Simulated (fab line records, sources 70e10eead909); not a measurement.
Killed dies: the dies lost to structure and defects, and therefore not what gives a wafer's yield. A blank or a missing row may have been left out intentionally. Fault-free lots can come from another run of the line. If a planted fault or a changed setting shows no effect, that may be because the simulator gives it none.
fab line records    flow nand_harc
record: lots: 10  wafers: 29  last_day: 33
route steps=1302 shown A_CHANNEL_HOLE_D1@479 A_CHANNEL_FILL_D1@499 A_CHANNEL_HOLE_D2@580 END@1302
lots untouched by any fault: they come from a run of this same line in which no faults occurred
start_h: hours from the record's first day to the start of the lot's first wafer shown    wait_h: hours from the lot's prior step to this one    " repeats the value in the row above    L1.1+2: a single row standing in for several wafers    - either no value or no given start    * or withheld: withheld    < > ~ a bound
route shown NAME@n: NAME is a module with steps in the file, n the number in the route of the first one    usual: mean/standard deviation of fault-free wafers    same: alike in all rows    chamber/n: place in a boat    sites: each site's reading    _std_site: standard deviation of those values    _edge_site: inner sites' mean taken away from outer sites' mean    radius_mm: how far each site lies from the wafer's centre    mask NAME#n: copy n    behind: tool/chamber where the wafer was last shaped    hold: reason for holding the lot/hours on hold/outcome of the hold    device: the transistor (n, p or np) that didn't switch    end of line: at the end of the route, the tests of the same wafers    a step given without rows: its recipe and nothing more    killed: not the wafer's yield, but the dies lost to structure and defects at the first sort    map: dies across one wafer; x = killed, . = not, _ = none there
set.NAME: the setting the step ran with; set.NAME@STEP: the setting that earlier step ran with    model.NAME: the simulator's own value behind a step, which no gauge read
route steps across a sampled set of lots; one table per step, one row per wafer
services: when a tool's chamber went out of use (start_h, in hours from the record's first day, below 0 if earlier), for how many hours, and the reason
== steps ==
step: NHARC_A_CHANNEL_HOLE_D1_ETCH_33
recipe: bias_v: 400  source_w: 2000  pressure_mtorr: 25  time_s: 90  ar_flow_sccm: 375  c4f8_flow_sccm: 41.7  o2_flow_sccm: 83.3  temp_c: -20  target_depth_a: 4000  chemistry: C4F8/O2/Ar
usual: bias_v: 400/4.3  drypump_motor_current_A: 5.83/0.18  showerhead_plenum_p_Torr: 3.62/0.16  throttle_valve_pct: 27.620/0.01
lot.wafer  tool         chamber  start_h  wait_h  bias_v  drypump_motor_current_A  rf_hours_counter_h  showerhead_plenum_p_Torr  throttle_valve_pct
L976.1     har_etch-01  1        198.07   0.2     407     5.64                     95                  3.63                      27.635
L976.2     "            0        "        "       402     6.05                     95                  3.56                      27.610
L976.5     "            1        "        "       399     5.64                     -                   3.63                      27.628
L977.1     har_etch-02  0        214.79   0.2     403     5.70                     319                 3.64                      27.620
L977.4     "            0        "        "       401     5.67                     -                   3.64                      27.629
L977.6     "            0        "        "       405     5.69                     -                   3.64                      27.625
L981.1     har_etch-01  0        250.83   0.2     401     6.04                     129                 3.54                      27.617
L981.4     "            0        "        "       403     6.07                     -                   3.54                      27.612
L981.6     "            1        "        "       404     5.63                     -                   3.61                      27.620
L983.2     har_etch-01  1        262.48   0.2     392     5.62                     136                 3.61                      27.615
L983.1     "            0        "        "       401     6.04                     136                 3.54                      27.612
L983.4     "            0        "        "       402     6.07                     -                   3.53                      27.584
L984.2     har_etch-02  0        276.18   0.2     406     5.71                     361                 3.61                      27.630
L984.3     "            0        "        "       404     5.72                     -                   3.61                      27.600
L984.5     "            1        "        "       400     5.98                     -                   3.43                      27.617
L985.3     har_etch-01  0        279.43   0.2     399     6.09                     -                   3.53                      27.622
L985.6     "            0        "        "       396     6.07                     -                   3.53                      27.625
L985.5     "            1        "        "       399     5.63                     -                   3.60                      27.620
L986.2     har_etch-01  0        304.44   0.2     400     6.05                     159                 3.52                      27.628
L986.3     "            1        "        "       402     5.64                     -                   3.60                      27.619
L986.5     "            0        "        "       396     6.03                     -                   3.52                      27.618
L996.4     har_etch-01  0        397.01   0.2     408     6.06                     -                   3.49                      27.606
L996.6     "            1        "        "       406     5.63                     -                   3.56                      27.631
L995.2     har_etch-02  1        398.00   0.2     405     5.99                     4                   3.96                      27.604
L995.3     "            0        "        "       394     5.70                     -                   3.98                      27.644
L995.5     "            1        "        "       401     5.98                     -                   3.96                      27.604
L998.2     har_etch-02  0        406.83   0.2     393     5.70                     11                  3.97                      27.612
L998.4     "            0        "        "       396     5.69                     -                   3.97                      27.606
L998.6     "            0        "        "       395     5.70                     -                   3.97                      27.615
step: NHARC_A_CHANNEL_FILL_D1_ETCHBACK_19
recipe: target_depth_a: 50  time_s: 1.7  hbr_flow_sccm: 150  cl2_flow_sccm: 50  rf_w: 400  icp_w: 400  bias_w: 100  chemistry: HBr/Cl2
usual: drypump_motor_current_A: 6.0/0.42  oes_product_au: 1.003/0.011  throttle_valve_pct: 26.406/0.0084
lot.wafer  tool       chamber  start_h  wait_h  drypump_motor_current_A  oes_product_au  rf_hours_counter_h  throttle_valve_pct
L976.1     rie_si-02  1        224.32   0.4     6.1                      0.997           0.8                 26.406
L976.2     "          0        "        "       5.9                      0.986           0.8                 26.414
L976.5     "          1        "        "       6.0                      1.010           -                   26.401
L977.4     rie_si-02  3        241.62   0.4     5.8                      0.981           0.7                 26.410
L977.1     "          1        "        "       6.1                      1.015           0.9                 26.402
L977.6     "          2        "        "       5.9                      1.009           -                   26.399
L981.1     rie_si-03  2        276.81   0.4     5.1                      1.005           0.3                 26.401
L981.4     "          3        "        "       5.6                      0.994           0.3                 26.422
L981.6     "          1        "        "       5.8                      1.000           -                   26.400
L983.1     rie_si-04  1        288.83   0.4     5.6                      1.010           0.7                 26.396
L983.2     "          3        "        "       6.7                      0.991           0.7                 26.390
L983.4     "          0        "        "       5.7                      0.997           0.7                 26.399
L984.2     rie_si-04  2        302.30   0.4     6.7                      1.017           0.8                 26.406
L984.3     "          3        "        "       6.7                      1.003           0.9                 26.415
L984.5     "          2        "        "       6.6                      1.018           -                   26.398
L985.3     rie_si-03  1        306.19   0.4     5.8                      1.015           0.5                 26.401
L985.6     "          0        "        "       6.5                      1.004           -                   26.405
L985.5     "          1        "        "       5.8                      1.033           -                   26.404
L986.3     rie_si-04  0        330.57   0.4     5.6                      0.998           0.9                 26.398
L986.2     "          1        "        "       5.6                      1.017           1.0                 26.418
L986.5     "          2        "        "       6.7                      1.006           -                   26.399
L996.4     rie_si-04  2        422.97   0.4     6.7                      1.012           0.4                 26.404
L996.6     "          3        "        "       6.7                      1.003           -                   26.403
L995.2     rie_si-02  3        427.16   0.4     5.8                      0.997           0.9                 26.409
L995.3     "          0        "        "       6.0                      1.015           0.9                 26.423
L995.5     "          3        "        "       5.8                      0.990           -                   26.416
L998.4     rie_si-03  0        432.66   0.4     6.5                      1.004           0.2                 26.411
L998.2     "          3        "        "       5.6                      1.003           0.2                 26.403
L998.6     "          1        "        "       5.8                      1.039           -                   26.398
step: NHARC_A_CHANNEL_HOLE_D2_PEB_08
recipe: peb_temp_c: 100  peb_time_s: 65
usual: heater_power_total_W: 156.6/0.43
lot.wafer  tool            chamber  start_h  wait_h  heater_power_total_W
L976.1     litho_track-04  0        316.79   0.1     156.8
L976.2     "               0        "        "       156.0
L976.5     "               0        "        "       155.9
L977.1     litho_track-06  0        328.63   0.1     155.9
L977.4     "               0        "        "       156.2
L977.6     "               0        "        "       156.8
L981.1     litho_track-04  0        356.54   0.1     156.0
L981.4     "               0        "        "       156.1
L981.6     "               0        "        "       156.6
L983.1     litho_track-06  0        368.40   0.1     155.9
L983.2     "               0        "        "       156.1
L983.4     "               0        "        "       157.0
L985.3     litho_track-01  0        381.14   0.0     156.0
L985.5     "               0        "        "       156.2
L985.6     "               0        "        "       157.1
L984.2     litho_track-01  0        383.06   0.1     157.2
L984.3     "               0        "        "       156.8
L984.5     "               0        "        "       156.6
L986.2     litho_track-04  0        410.33   0.1     156.0
L986.3     "               0        "        "       156.6
L986.5     "               0        "        "       156.7
L995.2     litho_track-01  0        499.56   0.1     296.5
L995.3     "               0        "        "       156.3
L995.5     "               0        "        "       157.1
L996.4     litho_track-01  0        501.43   0.0     297.8
L996.6     "               0        "        "       157.2
L998.2     litho_track-04  0        510.79   0.1     157.2
L998.4     "               0        "        "       156.0
L998.6     "               0        "        "       157.0
step: NHARC_A_CHANNEL_HOLE_D2_CD_MEAS_10
recipe: target_cd_nm: 100  landing_energy_ev: 500
usual: cd_nm: 100.1/0.54
lot.wafer  tool       chamber  start_h  wait_h  cd_nm
L976.1     cd_sem-03  0        316.87   -       100.2
L976.2     "          0        "        "       99.4
L976.5     "          0        "        "       100.3
L977.1     cd_sem-03  0        328.71   -       99.9
L977.4     "          0        "        "       100.0
L977.6     "          0        "        "       100.0
L981.1     cd_sem-03  0        356.61   -       100.1
L981.4     "          0        "        "       100.3
L981.6     "          0        "        "       99.0
L983.1     cd_sem-01  0        368.48   -       99.1
L983.2     "          0        "        "       99.5
L983.4     "          0        "        "       99.1
L985.3     cd_sem-01  0        381.22   -       100.2
L985.5     "          0        "        "       99.8
L985.6     "          0        "        "       100.4
L984.2     cd_sem-02  0        383.14   -       100.6
L984.3     "          0        "        "       100.1
L984.5     "          0        "        "       100.8
L986.2     cd_sem-01  0        410.41   -       100.0
L986.3     "          0        "        "       100.5
L986.5     "          0        "        "       100.5
L995.2     cd_sem-03  0        499.64   -       62.1
L995.3     "          0        "        "       101.2
L995.5     "          0        "        "       101.1
L996.4     cd_sem-03  0        501.52   -       62.3
L996.6     "          0        "        "       101.3
L998.2     cd_sem-01  0        510.88   -       100.2
L998.4     "          0        "        "       99.8
L998.6     "          0        "        "       100.6
step: NHARC_A_CHANNEL_HOLE_D2_CD_MEAS_18
usual: cd_nm: 99.0/2.3
lot.wafer  tool       chamber  start_h  wait_h  cd_nm
L976.1     cd_sem-02  -        318.17   -       100.6
L976.2     "          -        "        "       100.8
L976.5     "          -        "        "       101.2
L977.1     cd_sem-01  -        330.00   -       97.6
L977.4     "          -        "        "       93.4
L977.6     "          -        "        "       96.9
L981.1     cd_sem-02  -        357.91   -       100.0
L981.4     "          -        "        "       97.3
L981.6     "          -        "        "       101.3
L983.1     cd_sem-02  -        369.98   -       96.9
L983.2     "          -        "        "       98.9
L983.4     "          -        "        "       98.1
L985.3     cd_sem-01  -        382.53   -       102.9
L985.5     "          -        "        "       100.0
L985.6     "          -        "        "       99.7
L984.2     cd_sem-02  -        384.43   -       99.4
L984.3     "          -        "        "       94.4
L984.5     "          -        "        "       97.1
L986.2     cd_sem-02  -        411.71   -       99.8
L986.3     "          -        "        "       101.5
L986.5     "          -        "        "       103.4
L995.2     cd_sem-01  -        501.15   -       63.2
L995.3     "          -        "        "       98.3
L995.5     "          -        "        "       102.4
L996.4     cd_sem-01  -        503.47   -       63.5
L996.6     "          -        "        "       98.3
L998.2     cd_sem-01  -        512.18   -       98.9
L998.4     "          -        "        "       101.6
L998.6     "          -        "        "       101.5
step: NHARC_A_CHANNEL_HOLE_D2_ETCH_24
recipe: bias_v: 5000  source_w: withheld  pressure_mtorr: 20  time_s: 906.2  ar_flow_sccm: 375  c4f8_flow_sccm: 93.8  o2_flow_sccm: 31.2  temp_c: -20  target_depth_a: 15000  chemistry: C4F8/O2/Ar
usual: drypump_motor_current_A: 5.85/0.2  showerhead_plenum_p_Torr: 3.57/0.16  throttle_valve_pct: 32.235/0.0094
lot.wafer  tool         chamber  start_h  wait_h  drypump_motor_current_A  rf_hours_counter_h  showerhead_plenum_p_Torr  throttle_valve_pct
L976.2     har_etch-01  1        320.37   0.6     5.62                     169                 3.55                      32.224
L976.1     "            0        "        "       6.07                     169                 3.48                      32.243
L976.5     "            1        "        "       5.62                     -                   3.55                      32.241
L977.1     har_etch-01  0        332.21   0.6     6.05                     177                 3.48                      32.222
L977.4     "            0        "        "       6.06                     -                   3.48                      32.237
L977.6     "            0        "        "       6.07                     -                   3.48                      32.243
L981.1     har_etch-01  1        360.82   0.6     5.62                     196                 3.54                      32.253
L981.4     "            1        "        "       5.62                     -                   3.54                      32.240
L981.6     "            0        "        "       6.04                     -                   3.47                      32.237
L983.1     har_etch-02  1        372.19   0.6     5.99                     381                 3.91                      32.234
L983.2     "            0        "        "       5.71                     420                 3.54                      32.242
L983.4     "            0        "        "       5.71                     -                   3.54                      32.239
L985.3     har_etch-01  0        387.14   0.6     6.05                     -                   3.46                      32.238
L985.6     "            1        "        "       5.64                     -                   3.53                      32.246
L985.5     "            0        "        "       6.05                     -                   3.46                      32.229
L984.2     har_etch-01  1        391.03   0.6     5.63                     212                 3.53                      32.242
L984.3     "            0        "        "       6.06                     -                   3.46                      32.223
L984.5     "            0        "        "       6.07                     -                   3.46                      32.244
L986.2     har_etch-02  1        414.90   0.6     5.98                     17                  3.90                      32.236
L986.3     "            0        "        "       5.69                     -                   3.92                      32.248
L986.5     "            0        "        "       5.69                     -                   3.92                      32.240
L995.2     har_etch-01  1        503.48   0.6     5.64                     281                 3.49                      32.243
L995.3     "            0        "        "       6.07                     -                   3.42                      32.232
L995.5     "            0        "        "       6.06                     -                   3.42                      32.238
L996.4     har_etch-02  0        505.93   0.6     5.71                     -                   3.89                      32.241
L996.6     "            1        "        "       5.99                     -                   3.87                      32.235
L998.2     har_etch-01  1        521.08   0.6     5.64                     296                 3.49                      32.236
L998.4     "            1        "        "       5.62                     -                   3.48                      32.242
L998.6     "            1        "        "       5.65                     -                   3.49                      32.236
step: NHARC_A_CHANNEL_HOLE_D2_CD_MEAS_31
usual: cd_nm: 89.2/1.5
lot.wafer  tool       chamber  start_h  wait_h  cd_nm
L976.1     cd_sem-02  -        323.75   -       92.0
L976.2     "          -        "        "       88.2
L976.5     "          -        "        "       89.2
L977.1     cd_sem-02  -        335.62   -       90.2
L977.4     "          -        "        "       91.2
L977.6     "          -        "        "       92.2
L981.1     cd_sem-01  -        364.09   -       89.5
L981.4     "          -        "        "       88.6
L981.6     "          -        "        "       91.3
L983.1     cd_sem-03  -        375.58   -       88.3
L983.2     "          -        "        "       90.7
L983.4     "          -        "        "       89.9
L985.3     cd_sem-02  -        390.14   -       87.0
L985.5     "          -        "        "       87.9
L985.6     "          -        "        "       88.3
L984.2     cd_sem-01  -        394.32   -       88.4
L984.3     "          -        "        "       88.4
L984.5     "          -        "        "       89.3
L986.2     cd_sem-03  -        418.29   -       89.6
L986.3     "          -        "        "       89.7
L986.5     "          -        "        "       88.9
L995.2     cd_sem-01  -        506.73   -       50.9
L995.3     "          -        "        "       90.8
L995.5     "          -        "        "       91.0
L996.4     cd_sem-02  -        509.06   -       50.1
L996.6     "          -        "        "       88.8
L998.2     cd_sem-02  -        524.53   -       88.6
L998.4     "          -        "        "       90.4
L998.6     "          -        "        "       89.5
step: NHARC_A_CHANNEL_HOLE_D2_XSEM_32
recipe: landing_energy_ev: 35000
usual: bot_cd_nm: 73.6/1.8  bow_nm: 8.61/0.25  tilt_deg: 0.06/0.037
lot.wafer  tool     chamber  start_h  wait_h  bot_cd_nm  bow_nm  tilt_deg
L976.1     xsem-01  0        323.84   0.1     76.5       8.77    0.02
L976.2     "        0        "        "       72.4       8.74    0.03
L976.5     "        0        "        "       73.6       8.69    0.03
L977.1     xsem-02  0        335.71   0.1     75.8       8.65    0.08
L977.4     "        0        "        "       76.5       8.64    0.08
L977.6     "        0        "        "       76.9       8.65    0.08
L981.1     xsem-01  0        364.18   0.1     74.0       8.82    0.12
L981.4     "        0        "        "       73.3       8.80    0.12
L981.6     "        0        "        "       76.7       8.79    0.12
L983.1     xsem-02  0        375.67   0.1     72.6       8.30    0.07
L983.2     "        0        "        "       74.8       8.31    0.08
L983.4     "        0        "        "       73.4       8.24    0.08
L985.3     xsem-01  0        390.23   0.1     72.4       8.61    0.04
L985.5     "        0        "        "       73.2       8.61    0.04
L985.6     "        0        "        "       73.4       8.60    0.04
L984.2     xsem-02  0        394.42   0.1     74.5       8.99    0.05
L984.3     "        0        "        "       74.1       9.01    0.05
L984.5     "        0        "        "       75.7       8.96    0.05
L986.2     xsem-02  0        418.39   0.1     74.0       8.78    0.05
L986.3     "        0        "        "       73.3       8.82    0.05
L986.5     "        0        "        "       74.1       8.70    0.05
L995.2     xsem-02  0        506.82   0.1     34.7       8.42    0.08
L995.3     "        0        "        "       74.4       8.33    0.08
L995.5     "        0        "        "       75.2       8.32    0.08
L996.4     xsem-01  0        509.15   0.1     33.8       8.68    0.16
L996.6     "        0        "        "       71.9       8.82    0.16
L998.2     xsem-02  0        524.62   0.1     73.3       8.93    0.07
L998.4     "        0        "        "       75.1       8.95    0.07
L998.6     "        0        "        "       74.5       8.93    0.07
step: NHARC_END_SORT_01
recipe: temp_c: 25
usual: killed_at_array: 59/20  killed_at_other: 0.8/1  killed_at_periphery: 3.2/2.1  killed_dies: 63/21  killed_open: 3.0/1.9  killed_short: 2.3/1.5
same: gross_dies: 677
lot.wafer  tool       chamber  start_h  wait_h  killed_at_array  killed_at_other  killed_at_periphery  killed_dies  killed_open  killed_short
L995.2     prober-01  0        772.73   2.8     673              2                2                    677          3            2
L995.3     prober-01  0        773.52   3.1     62               1                2                    65           7            1
L995.5     prober-01  0        775.10   3.7     57               0                2                    59           3            0
L996.4     prober-01  0        789.90   3.4     672              2                3                    677          2            3
L996.6     prober-01  0        791.50   4.0     47               0                2                    49           3            2
killed by level:class
L995.2 A_CHANNEL_HOLE_D2:area_peb=620 A_CHANNEL_HOLE_D2:chamber_film_flake=25 A_CONTACT:chamber_film_flake=13 A_SLIT:chamber_film_flake=4 A_CHANNEL_HOLE_D1:chamber_film_flake=2 A_BLC:chamber_film_flake=2 THIN_TSV:chamber_film_flake=2 P_CONTACT:geometric_particle:open=1
L995.3 A_CHANNEL_HOLE_D2:chamber_film_flake=34 A_CONTACT:chamber_film_flake=9 A_SLIT:chamber_film_flake=7 A_M0:geometric_particle:open=2 A_DECK1_JOINT:chamber_film_flake=2 A_CHANNEL_HOLE_D1:geometric_particle:open=1 A_WL_FILL:geometric_particle:short=1 A_WL_FILL:geometric_particle:open=1
L995.5 A_CHANNEL_HOLE_D2:chamber_film_flake=32 A_SLIT:chamber_film_flake=9 A_CONTACT:chamber_film_flake=7 A_CHANNEL_HOLE_D1:unspecified=4 P_STI:geometric_particle:open=1 A_ONON_D1:geometric_particle:open=1 A_CHANNEL_FILL_D2:geometric_particle:open=1 P_ZERO_WELL:chamber_film_flake=1
L996.4 A_CHANNEL_HOLE_D2:area_peb=621 A_SLIT:chamber_film_flake=25 A_CHANNEL_HOLE_D1:chamber_film_flake=16 A_CONTACT:chamber_film_flake=5 A_STAIRCASE:chamber_film_flake=2 THIN_TSV:chamber_film_flake=2 P_STI:geometric_particle:short=1 P_CONTACT:geometric_particle:open=1
L996.6 A_SLIT:chamber_film_flake=22 A_CHANNEL_HOLE_D1:chamber_film_flake=11 A_CONTACT:chamber_film_flake=4 A_STAIRCASE:chamber_film_flake=3 P_STI:geometric_particle:short=1 A_ONON_D2:geometric_particle:open=1 A_WL_FILL:geometric_particle:open=1 A_WL_FILL:geometric_particle:short=1
== services ==
tool            chamber  start_h  hours  kind
rie_si-02       2        194.85   8.0    repair
rie_si-04       -        198.03   0.2    repair
litho_track-04  -        203.00   7.0    pm
rie_si-03       -        221.00   9.0    pm
rie_si-04       -        250.44   1.1    repair
rie_si-02       -        277.05   9.0    pm
rie_si-03       2        287.63   4.3    repair
rie_si-04       0        298.42   7.6    repair
litho_track-01  -        330.00   7.0    pm
rie_si-04       -        338.11   0.4    repair
rie_si-04       -        342.00   9.0    pm
rie_si-04       3        360.28   5.3    repair
xsem-01         -        374.00   14.0   pm
har_etch-02     -        377.00   17.0   pm
litho_track-04  -        378.00   7.0    pm
rie_si-03       2        383.01   2.6    repair
rie_si-03       -        398.00   9.0    pm
rie_si-03       0        415.07   2.5    repair
rie_si-03       2        433.55   12.7   repair
rie_si-02       2        435.66   5.3    repair
rie_si-04       0        492.46   14.8   repair
litho_track-01  -        505.00   7.0    pm
har_etch-02     -        508.11   13.0   repair
rie_si-04       -        519.00   9.0    pm
== key ==
first_sign: step: NHARC_A_CHANNEL_HOLE_D2_PEB_08  reading: heater_power_total_W  direction: up  sigmas: 99+  usual: *  struck: *
effect: step: NHARC_A_CHANNEL_HOLE_D2_CD_MEAS_10  reading: cd_nm  direction: down  sigmas: 71  usual: 100.1  struck: 62.2
effect: step: NHARC_A_CHANNEL_HOLE_D2_CD_MEAS_18  reading: cd_nm  direction: down  sigmas: 16  usual: 99.0  struck: 63.3
effect: step: NHARC_A_CHANNEL_HOLE_D2_CD_MEAS_31  reading: cd_nm  direction: down  sigmas: 25  usual: 89.2  struck: 50.5
effect: step: NHARC_A_CHANNEL_HOLE_D2_XSEM_32  reading: bot_cd_nm  direction: down  sigmas: 23  usual: 73.6  struck: 34.2
effect: step: NHARC_END_SORT_01  reading: killed_at_array  direction: up  sigmas: 30  usual: 59  struck: 672
more_kills_born_at: NHARC_A_CHANNEL_HOLE_D2_PEB_08@litho_track-01: 1241
met_at NHARC_A_CHANNEL_HOLE_D2_PEB_08
struck_lots L995,L996
struck_wafers L995.2,L996.4
later_rows_left_out L995.2,L996.4
tester_left_out L995,L996
not_acting_at NHARC_A_CHANNEL_HOLE_D1_ETCH_33,NHARC_A_CHANNEL_FILL_D1_ETCHBACK_19,NHARC_A_CHANNEL_HOLE_D2_ETCH_24
onset_between 383.06 499.56
fault: kind: process_parameter_drift  tool: litho_track-01  chamber: -  onset_h: 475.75  steps: NHARC_A_CHANNEL_HOLE_D2_PEB_08  channel: peb_time_s  offset: *  shape: step  end_h: 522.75  scope: struck_wafers_only  acts_in: *  stated: *
tester_left_out: of these lots the tester's yield and bins aren't shown, on N5 and GAA mostly nor the transistor test; their killed dies are dies lost to structure and defects alone, not to doping, threshold or leakage, so they don't give the yield
later_rows_left_out: the simulator's readings of these wafers behind a module that went badly wrong aren't trusted and aren't shown, but for the sort
